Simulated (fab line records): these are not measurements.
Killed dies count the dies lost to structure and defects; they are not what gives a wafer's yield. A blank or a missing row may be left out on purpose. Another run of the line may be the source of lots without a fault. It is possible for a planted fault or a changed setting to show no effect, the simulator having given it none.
Which tool is to blame? + flow n5_finfet + 9 lots, 25 wafers sampled, at 5 steps of a route of 1938

== WHAT THE GAUGES SHOWED, per wafer ==
N5_BEOL_M4_RC_MEAS_101. Usual: DIBL_N 35.8 mV/V, standard deviation 1.5; DIBL_P 35.9 mV/V, standard deviation 1.8; IOFF_N 0.152 nA/um, standard deviation 0.025; IOFF_P 0.21 nA/um, standard deviation 0.031; ION_N 672 uA/um, standard deviation 11; ION_P 462 uA/um, standard deviation 7.4; SS_N 71.5 mV/dec, standard deviation 0.52; SS_P 73.2 mV/dec, standard deviation 0.54; VT_N 250 mV, standard deviation 3; VT_P -250 mV, standard deviation 3.3.
| lot  | measured     | on        | DIBL_N (mV/V)  | DIBL_P (mV/V)  | IOFF_N (nA/um)    | IOFF_P (nA/um) | ION_N (uA/um) | ION_P (uA/um) | SS_N (mV/dec)  | SS_P (mV/dec)  | VT_N (mV)   | VT_P (mV)      | flag |
|------|--------------|-----------|----------------|----------------|-------------------|----------------|---------------|---------------|----------------|----------------|-------------|----------------|------|
| L301 | day 8 04:01  | prober-02 | 37.7 35.8 35.6 | 37.6 35.2 36.1 | 0.168 0.146 0.145 | 0.25 0.20 0.22 | 681 669 672   | 470 463 472   | 71.9 71.5 71.4 | 73.4 73.2 72.5 | 250 250 251 | -247 -248 -248 |      |
| L302 | day 7 22:11  | prober-01 | 35.7 38.0 37.1 | 36.5 38.4 37.1 | 0.146 0.192 0.176 | 0.19 0.21 0.20 | 670 672 682   | 454 457 455   | 72.9 73.0 72.7 | 72.9 73.7 73.0 | 251 250 251 | -253 -249 -249 |      |
| L307 | day 10 03:01 | prober-02 | 36.8 37.5      | 38.6 38.5      | 0.155 0.170       | 0.19 0.20      | 678 676       | 459 463       | 71.0 70.9      | 73.4 73.9      | 252 251     | -252 -254      |      |
| L310 | day 10 14:59 | prober-01 | 35.9 36.2 35.8 | 35.9 36.9 36.0 | 0.158 0.169 0.161 | 0.21 0.23 0.21 | 673 684 685   | 464 469 466   | 71.3 71.0 70.9 | 72.6 73.7 73.8 | 248 248 248 | -245 -248 -251 |      |
| L314 | day 11 04:14 | prober-02 | 34.0 33.8 34.7 | 33.2 33.3 34.0 | 0.117 0.122 0.126 | 0.17 0.18 0.18 | 659 655 666   | 461 455 454   | 71.1 70.5 71.7 | 73.0 72.8 73.1 | 251 252 253 | -252 -252 -252 |      |
| L315 | day 11 06:28 | prober-01 | 35.0 35.6 35.9 | 34.8 35.4 36.6 | 0.141 0.143 0.164 | 0.19 0.20 0.22 | 677 667 678   | 463 464 466   | 71.7 71.7 71.9 | 72.9 73.0 73.7 | 249 253 248 | -253 -251 -249 |      |
| L317 | day 11 23:43 | prober-01 | 37.7 36.0 36.5 | 38.6 35.8 38.0 | 0.218 0.172 0.196 | 0.29 0.23 0.28 | 700 676 706   | 484 465 489   | 72.0 71.6 72.4 | 74.3 72.8 73.7 | 244 245 245 | -243 -248 -243 |      |
| L323 | day 13 15:20 | prober-01 | 36.0 35.9 35.4 | 35.4 35.9 35.1 | 0.146 0.154 0.144 | 0.22 0.23 0.21 | 676 678 693   | 467 466 468   | 71.5 71.8 71.3 | 73.1 73.0 72.4 | 251 246 251 | -249 -248 -248 |      |
| L324 | day 14 09:00 | prober-02 | 35.6 35.0      | 35.7 34.9      | 0.151 0.137       | 0.21 0.19      | 666 675       | 465 472       | 71.9 71.3      | 73.4 72.8      | 251 256     | -251 -253      |      |

== EACH LOT AND THE TOOL THAT RAN IT (in order: tool; ch and the chambers of the sampled wafers; start) ==
| lot  | N5_GATE_CUT_SAC_CAP_01           | N5_GATE_CUT_CMP_02            | N5_GATE_CUT_STRIP_42              | N5_GATE_CUT_ETCH_19               |
|------|----------------------------------|-------------------------------|-----------------------------------|-----------------------------------|
| L301 | ald_sin-04 ch 0,1,2, day 4 09:20 | cmp-02 ch 1,2,3, day 4 11:37  | rie_diel-05 ch 0,2,3, day 4 12:46 | rie_diel-05 ch 0,2,3, day 4 12:49 |
| L302 | ald_sin-04 ch 0,1,3, day 4 15:25 | cmp-02 ch 0,2, day 4 17:44    | rie_diel-05 ch 2,3, day 4 19:02   | rie_diel-05 ch 2,3, day 4 19:04   |
| L307 | ald_sin-03 ch 0,3, day 6 02:38   | cmp-02 ch 1,2, day 6 03:59    | rie_diel-01 ch 0,1, day 6 05:01   | rie_diel-01 ch 0,1, day 6 05:04   |
| L310 | ald_sin-04 ch 1,2,3, day 6 14:28 | cmp-04 ch 0,1,3, day 6 16:44  | rie_diel-06 ch 0,2,3, day 6 17:46 | rie_diel-06 ch 0,2,3, day 6 17:49 |
| L314 | ald_sin-03 ch 1,2, day 7 15:36   | cmp-02 ch 1,2, day 7 17:55    | rie_diel-05 ch 0,2, day 7 19:05   | rie_diel-05 ch 0,2, day 7 19:07   |
| L315 | ald_sin-04 ch 0,1,3, day 7 21:05 | cmp-02 ch 1,3, day 7 23:22    | rie_diel-01 ch 0,1, day 8 00:31   | rie_diel-01 ch 0,1, day 8 00:34   |
| L317 | ald_sin-04 ch 0,1,2, day 8 06:22 | cmp-02 ch 0,1,3, day 8 08:40  | rie_diel-05 ch 0,2,3, day 8 10:33 | rie_diel-05 ch 0,2,3, day 8 10:35 |
| L323 | ald_sin-04 ch 1,2,3, day 9 22:17 | cmp-03 ch 0,1,3, day 10 00:35 | rie_diel-05 ch 0,3, day 10 02:00  | rie_diel-05 ch 0,3, day 10 02:02  |
| L324 | ald_sin-04 ch 1,3, day 10 05:16  | cmp-02 ch 1,2, day 10 07:36   | rie_diel-05 ch 1,3, day 10 08:43  | rie_diel-05 ch 1,3, day 10 08:46  |
- N5_GATE_CUT_SAC_CAP_01: material SiNx, target thk 24 nm, pulse time 1 s, ald cycles 480.
- N5_GATE_CUT_CMP_02: polishes, stops on SiO2, t overpolish 12.7 s, target thk 0 nm.
- N5_GATE_CUT_STRIP_42: strips in O2.
- N5_GATE_CUT_ETCH_19: etches SiNx in CH3F/O2, target depth 53.7 nm, time 76.7 s.

== AS READ BY THE TOOLS THEMSELVES (means over the sampled wafers that have a number; for cases with no such wafer, the mark the record gives instead) ==
N5_GATE_CUT_SAC_CAP_01. Usual: heater_power_w 875 W, standard deviation 100; precursor_pulse_height_rel 1.001, standard deviation 0.018.
| lot  | tool       | heater_power_w (W) | precursor_pulse_height_rel | flag |
|------|------------|--------------------|----------------------------|------|
| L301 | ald_sin-04 | 868                | 1.024                      |      |
| L302 | ald_sin-04 | 809                | 1.015                      |      |
| L307 | ald_sin-03 | 960                | 0.993                      |      |
| L310 | ald_sin-04 | 841                | 1.000                      |      |
| L314 | ald_sin-03 | 800                | 1.010                      |      |
| L315 | ald_sin-04 | 828                | 1.004                      |      |
| L317 | ald_sin-04 | 885                | 1.016                      |      |
| L323 | ald_sin-04 | 849                | 0.981                      |      |
| L324 | ald_sin-04 | 770                | 0.993                      |      |

N5_GATE_CUT_CMP_02. Usual: motor_current_A 8.8 A, standard deviation 1.1; overpolish_run_s 12.700 s, standard deviation 0.0086; slurry_filter_dp_kPa 13.50 kPa, standard deviation 0.12; time_to_endpoint_s 24.1 s, standard deviation 2.3.
| lot  | tool   | motor_current_A (A) | overpolish_run_s (s) | slurry_filter_dp_kPa (kPa) | time_to_endpoint_s (s) | flag |
|------|--------|---------------------|----------------------|----------------------------|------------------------|------|
| L301 | cmp-02 | 8.4                 | 12.698               | 13.48                      | 25.5                   |      |
| L302 | cmp-02 | 8.6                 | 12.695               | 13.53                      | 23.3                   |      |
| L307 | cmp-02 | 8.0                 | 12.695               | 13.40                      | 24.5                   |      |
| L310 | cmp-04 | 9.1                 | 12.699               | 13.49                      | 23.9                   |      |
| L314 | cmp-02 | 7.5                 | 12.701               | 13.60                      | 26.4                   |      |
| L315 | cmp-02 | 8.9                 | 12.701               | 13.48                      | 26.0                   |      |
| L317 | cmp-02 | 9.1                 | 12.694               | 13.58                      | 22.1                   |      |
| L323 | cmp-03 | 8.6                 | 12.699               | 13.48                      | 26.7                   |      |
| L324 | cmp-02 | 7.8                 | 12.700               | 13.64                      | 26.4                   |      |

N5_GATE_CUT_STRIP_42. Usual: value, then standard deviation, for each; chamber_pressure_mTorr 30.003 mTorr / 0.027; drypump_motor_current_A 5.62 A / 0.29; o2_flow_sccm 225.0 sccm / 0.73; oes_product_au 0.76 a.u. / 0.071; rf_vpp_V 3.7 V / 0.43; showerhead_plenum_p_Torr 2.13 Torr / 0.045; throttle_valve_pct 16.68 % / 0.25.
| lot  | tool        | chamber_pressure_mTorr (mTorr) | drypump_motor_current_A (A) | o2_flow_sccm (sccm) | oes_product_au (a.u.) | rf_vpp_V (V) | showerhead_plenum_p_Torr (Torr) | throttle_valve_pct (%) | flag |
|------|-------------|--------------------------------|-----------------------------|---------------------|-----------------------|--------------|---------------------------------|------------------------|------|
| L301 | rie_diel-05 | 29.968                         | 5.71                        | 225.2               | 0.80                  | 4.1          | 2.14                            | 16.64                  |      |
| L302 | rie_diel-05 | 30.040                         | 5.54                        | 224.5               | 0.83                  | 3.8          | 2.12                            | 16.64                  |      |
| L307 | rie_diel-01 | 30.026                         | 6.03                        | 224.7               | 0.68                  | 3.6          | 2.18                            | 17.15                  |      |
| L310 | rie_diel-06 | 30.021                         | 5.56                        | 224.9               | 0.77                  | 3.4          | 2.10                            | 16.66                  |      |
| L314 | rie_diel-05 | -                              | -                           | -                   | -                     | -            | -                               | -                      | OFF  |
| L315 | rie_diel-01 | -                              | -                           | -                   | -                     | -            | -                               | -                      | OFF  |
| L317 | rie_diel-05 | 30.007                         | 5.73                        | 225.4               | 0.77                  | 3.6          | 2.13                            | 16.68                  |      |
| L323 | rie_diel-05 | 30.004                         | 5.85                        | 225.1               | 0.73                  | 3.7          | 2.14                            | 16.70                  |      |
| L324 | rie_diel-05 | 30.017                         | 5.42                        | 225.9               | 0.74                  | 3.4          | 2.09                            | 16.73                  |      |

N5_GATE_CUT_ETCH_19. Usual: CH3F_flow_sccm 30.01 sccm, standard deviation 0.088; O2_flow_sccm 19.99 sccm, standard deviation 0.059; drypump_motor_current_A 5.61 A, standard deviation 0.29; etch_rf_on_time_s 76.9 s, standard deviation 1.3; oes_product_au 0.65 a.u., standard deviation 0.061; rf_vpp_V 298 V, standard deviation 4.8; showerhead_plenum_p_Torr 2.03 Torr, standard deviation 0.046; throttle_valve_pct 16.35 %, standard deviation 0.2.
| lot  | tool        | CH3F_flow_sccm (sccm) | O2_flow_sccm (sccm) | drypump_motor_current_A (A) | etch_rf_on_time_s (s) | oes_product_au (a.u.) | rf_vpp_V (V) | showerhead_plenum_p_Torr (Torr) | throttle_valve_pct (%) | flag |
|------|-------------|-----------------------|---------------------|-----------------------------|-----------------------|-----------------------|--------------|---------------------------------|------------------------|------|
| L301 | rie_diel-05 | 30.02                 | 20.04               | 5.71                        | 77.2                  | 0.68                  | 300          | 2.05                            | 16.35                  |      |
| L302 | rie_diel-05 | 30.02                 | 19.96               | 5.55                        | 76.6                  | 0.71                  | 302          | 2.02                            | 16.34                  |      |
| L307 | rie_diel-01 | 30.10                 | 19.98               | 6.01                        | 77.8                  | 0.59                  | 297          | 2.04                            | 16.63                  |      |
| L310 | rie_diel-06 | 30.00                 | 20.02               | 5.55                        | 77.8                  | 0.66                  | 293          | 2.01                            | 16.37                  |      |
| L314 | rie_diel-05 | 30.01                 | 20.05               | 5.87                        | 75.6                  | 0.67                  | 301          | 2.08                            | 16.29                  |      |
| L315 | rie_diel-01 | 30.05                 | 20.00               | 5.99                        | 77.3                  | 0.66                  | 298          | 2.04                            | 16.51                  |      |
| L317 | rie_diel-05 | 30.00                 | 19.98               | 5.70                        | 76.4                  | 0.66                  | 300          | 2.04                            | 16.40                  |      |
| L323 | rie_diel-05 | 30.04                 | 19.94               | 5.88                        | 76.3                  | 0.62                  | 299          | 2.05                            | 16.43                  |      |
| L324 | rie_diel-05 | 29.91                 | 19.90               | 5.40                        | 76.2                  | 0.64                  | 300          | 1.98                            | 16.34                  |      |

== THE ANSWER, worked out from the rows above alone ==
Rule: lot off if the mean of its wafers having a number is beyond 3 standard deviations from the usual mean. Also off: a lot with no number at a reading for which 4 or more lots have one. All remaining lots with rows at the step are treated as sound. Order of review: gauges by route order, followed by the tools' own readings, for which a lot's mean as printed above is used. At the first step where some lot is off, the reading lying furthest off is the one used; lots without a number count as furthest.
Off: L314, L315, at N5_GATE_CUT_STRIP_42 (chamber_pressure_mTorr). Without a number there: L314, L315.
A tool fits if, at that step or a process step before it, it ran every lot that is off, and no sound lot after the first of them. None of those tried fits.

== WHAT THE SIMULATOR PUT IN ==
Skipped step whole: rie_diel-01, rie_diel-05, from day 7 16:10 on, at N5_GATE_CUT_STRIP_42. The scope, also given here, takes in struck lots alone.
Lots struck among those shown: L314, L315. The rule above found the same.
